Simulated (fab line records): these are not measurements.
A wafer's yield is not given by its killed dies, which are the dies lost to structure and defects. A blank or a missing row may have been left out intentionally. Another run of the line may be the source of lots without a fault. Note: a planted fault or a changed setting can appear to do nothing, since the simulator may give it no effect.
Matching of chambers    flow nand-harc    4 sister chambers for NHARC_A_STAIRCASE_TRIM_220 on rie-diel-06
The step chemistry O2, time 211.2 s. 24 wafers are shown with their chamber, then 12 later ones without.

## WAFERS, EACH WITH ITS CHAMBER
wafer   chamber  showerhead-plenum-p-Torr (Torr)  drypump-motor-current-A (A)  oes-product-au (a.u.)
L075.1  0        3.43                             6.0                          0.988
L075.2  1        3.80                             5.4                          1.014
L075.5  3        3.33                             4.8                          0.978
L076.2  3        3.33                             4.8                          0.981
L076.5  1        3.79                             5.4                          1.003
L076.6  0        3.42                             6.0                          0.990
L077.2  3        3.33                             4.7                          0.981
L077.3  1        3.79                             5.4                          0.997
L077.6  0        3.42                             6.0                          0.996
L079.1  3        3.33                             4.8                          0.976
L079.2  0        3.42                             6.0                          0.987
L079.6  3        3.33                             4.8                          0.980
L084.1  1        3.78                             5.4                          1.020
L084.3  0        3.41                             6.0                          1.022
L084.5  2        3.42                             5.6                          1.008
L085.1  3        3.31                             4.8                          0.976
L085.2  2        3.42                             5.6                          1.012
L085.3  0        3.41                             6.0                          1.013
L086.1  1        3.78                             5.4                          1.011
L086.2  2        3.42                             5.5                          0.991
L086.6  1        3.78                             5.5                          1.016
L088.3  1        3.77                             5.4                          1.024
L088.4  3        3.31                             4.8                          0.969
L088.6  0        3.40                             6.0                          0.997

SIGNATURES, as means of the wafers listed above
reading                   chamber 0  chamber 1  chamber 2  chamber 3  scatter within a chamber
showerhead-plenum-p-Torr  3.4157     3.7843     3.4200     3.3243     0.00926
drypump-motor-current-A   6.000      5.414      5.567      4.786      0.0345
oes-product-au            0.99900    1.01214    1.00367    0.97729    0.00994
Rule: for each reading, subtract the chamber's mean from the wafer's reading, divide by that reading's scatter and square the result; add these up over the readings and take the root, which gives the wafer's distance from the chamber. If the next closest chamber is less than 2 further off than the closest, the wafer can't be placed; otherwise it belongs to the closest. How the scatter is found: for the shown wafers, subtract from each reading the mean of its chamber, square and add these, divide the total by (wafers less chambers), then take the root.

## WAFERS WITH NO CHAMBER GIVEN
wafer   showerhead-plenum-p-Torr (Torr)  drypump-motor-current-A (A)  oes-product-au (a.u.)
L092.4  3.39                             6.0                          1.002
L092.5  3.76                             5.4                          1.019
L092.6  3.40                             5.6                          1.000
L093.2  3.76                             5.4                          1.029
L093.4  3.39                             6.0                          1.016
L093.6  3.76                             5.4                          1.026
L095.1  3.40                             5.6                          0.998
L095.2  3.76                             5.4                          1.008
L095.5  3.39                             6.0                          1.016
L096.3  3.76                             5.5                          1.007
L096.5  3.30                             4.8                          0.968
L096.6  3.39                             5.6                          1.000

## EACH ONE'S CHAMBER
wafer   from the rows above  in truth
L092.4  0                    0
L092.5  1                    1
L092.6  2                    2
L093.2  1                    1
L093.4  0                    0
L093.6  1                    1
L095.1  2                    2
L095.2  1                    1
L095.5  0                    0
L096.3  1                    1
L096.5  3                    3
L096.6  2                    2
12 of 12 placed correctly. Number that these rows cannot place: 0. 0 placed wrongly.
